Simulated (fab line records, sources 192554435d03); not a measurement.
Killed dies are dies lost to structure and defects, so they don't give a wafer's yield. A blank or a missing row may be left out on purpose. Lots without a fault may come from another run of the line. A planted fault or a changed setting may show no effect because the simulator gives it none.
One fault seen from 2 desks | flow n5_finfet | each desk has only its own numbers; what lay behind them comes last

THE METROLOGY DESK
What the gauges read, lot by lot, whatever tool the lot ran on: means of the sampled wafers that have a number. A lot is out of limits, marked OUT, if its mean lies more than 4 standard deviations from the usual mean; the brackets give that distance. Of its 11 readings 7 are shown: the one that was out of limits first, and those that lie furthest out on some lot.
Columns: A = NDIPOLE_OVL at N5_HKMG_FIN_OVL_MEAS_50, usual 0.5 nm; B = DIBL_N at N5_BEOL_M4_RC_MEAS_101, usual 36.2 mV/V; C = DIBL_P at N5_BEOL_M4_RC_MEAS_101, usual 36.5 mV/V; D = IOFF_P at N5_BEOL_M4_RC_MEAS_101, usual 0.21 nA/um; E = ION_N at N5_BEOL_M4_RC_MEAS_101, usual 675 uA/um; F = ION_P at N5_BEOL_M4_RC_MEAS_101, usual 464 uA/um; G = SS_N at N5_BEOL_M4_RC_MEAS_101, usual 71.5 mV/dec
lot  | first seen here | A              | B    | C    | D    | E   | F   | G
L874 | day 4 00:51     | 0.6            | 35.8 | 37.4 | 0.23 | 679 | 463 | 71.5
L875 | day 4 03:36     | 0.6            | 37.5 | 38.0 | 0.25 | 681 | 471 | 71.8
L877 | day 4 15:36     | 1.1            | 37.3 | 36.5 | 0.21 | 668 | 460 | 72.0
L883 | day 6 07:14     | -0.2           | 36.3 | 37.8 | 0.23 | 693 | 473 | 71.4
L884 | day 6 08:28     | 1.2            | 34.8 | 34.9 | 0.19 | 675 | 466 | 71.1
L892 | day 9 01:38     | 3.9            | 37.2 | 37.5 | 0.24 | 698 | 477 | 71.8
L894 | day 9 04:36     | 4.3 (+4.5) OUT | 37.7 | 36.3 | 0.24 | 666 | 464 | 72.3
L896 | day 9 12:19     | 0.5            | 34.0 | 34.2 | 0.21 | 672 | 471 | 70.9
L897 | day 9 19:40     | -0.3           | 36.9 | 36.8 | 0.25 | 677 | 467 | 72.2
This desk's finding: out of limits on L894; first on L894, day 9 04:36 (NDIPOLE_OVL at N5_HKMG_FIN_OVL_MEAS_50). In limits: L874, L875, L877, L883, L884, L892, L896, L897.

THE DEFECT DESK
What the inspections along the route counted, lot by lot: means of the sampled wafers that have a number. A lot is out of limits, marked OUT, if its mean lies more than 4 standard deviations from the usual mean; the brackets give that distance.
Columns: A = raw_defect_count at N5_SDB_INSPECT_36, usual 38
lot  | first seen here | A
L874 | day 3 23:25     | 21
L875 | day 4 02:02     | 22
L877 | day 4 13:52     | 32
L883 | day 6 05:25     | 45
L884 | day 6 06:53     | 47
L892 | day 9 00:04     | 38
L894 | day 9 03:10     | 31
L896 | day 9 10:35     | 35
L897 | day 9 18:13     | 29
This desk's finding: nothing out of limits on any of the 9 lots.

PUT TOGETHER
The metrology desk could have raised an alarm at day 9 04:36, on L894.
The defect desk saw nothing out of limits.
The defect desk has L894 on record, within its limits.
Of the lots named, all ran N5_HKMG_FIN_EXPOSE_46 on arfi_scanner-03.

WHAT THE SIMULATOR HAD PUT IN
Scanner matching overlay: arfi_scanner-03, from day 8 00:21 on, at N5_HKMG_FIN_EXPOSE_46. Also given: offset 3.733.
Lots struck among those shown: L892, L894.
Hours from the fault's start to each desk's first reading out of limits: the metrology desk, 28.
